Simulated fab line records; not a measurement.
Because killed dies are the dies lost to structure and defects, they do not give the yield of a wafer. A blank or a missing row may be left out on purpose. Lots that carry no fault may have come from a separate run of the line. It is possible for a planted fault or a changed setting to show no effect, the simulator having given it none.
Chamber matching | flow n5 finfet | 4 sister chambers for N5_BEOL_M11_ALD_74 on ald metal-03
The step deposits TaN, target thk 2 nm, pulse time 2 s, purge time 3 s. 8 wafers are shown with their chamber, then 7 later ones without.

## WAFERS PAIRED WITH THEIR CHAMBERS
wafer  | chamber | heater power w (W) | precursor vessel carrier sccm (sccm)
L076.2 | 1       | 471                | 1003
L084.3 | 3       | 475                | 1000
L084.4 | 0       | 471                | 992
L090.2 | 2       | 452                | 998
L090.3 | 0       | 462                | 1003
L090.4 | 3       | 472                | 1001
L093.1 | 1       | 471                | 1000
L093.3 | 2       | 456                | 1009

## WAFERS WITHOUT THEIR CHAMBER
wafer  | heater power w (W) | precursor vessel carrier sccm (sccm)
L093.6 | 477                | 997
L091.1 | 451                | 1000
L091.3 | 480                | 1004
L091.6 | 467                | 1003
L095.2 | 475                | 1002
L095.3 | 474                | 1005
L095.6 | 473                | 997

## WHICH CHAMBER EACH WENT THROUGH
wafer  | from the rows above          | in truth
L093.6 | can't be placed: 3 or 1 or 0 | 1
L091.1 | 2                            | 2
L091.3 | can't be placed: 3 or 1 or 0 | 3
L091.6 | can't be placed: 0 or 1 or 3 | 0
L095.2 | can't be placed: 3 or 1 or 0 | 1
L095.3 | can't be placed: 3 or 1 or 0 | 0
L095.6 | can't be placed: 3 or 1 or 0 | 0
Placed correctly: 1 of 7. Cannot be placed on the basis of these rows: 6; the candidates contain the true chamber in 6. Placed wrongly: 0.
How it was worked out, from the rows above alone: a wafer's distance from a chamber is the root of the sum, over the readings, of the square of ((its reading less the chamber's mean) divided by the reading's scatter). The wafer belongs to the nearest chamber; if the next one is less than 2 further off, it can't be placed. A chamber's mean is the mean of its shown wafers. The scatter: the root of (the sum of the squares of (reading less its chamber's mean) over the shown wafers, divided by (wafers less chambers)).
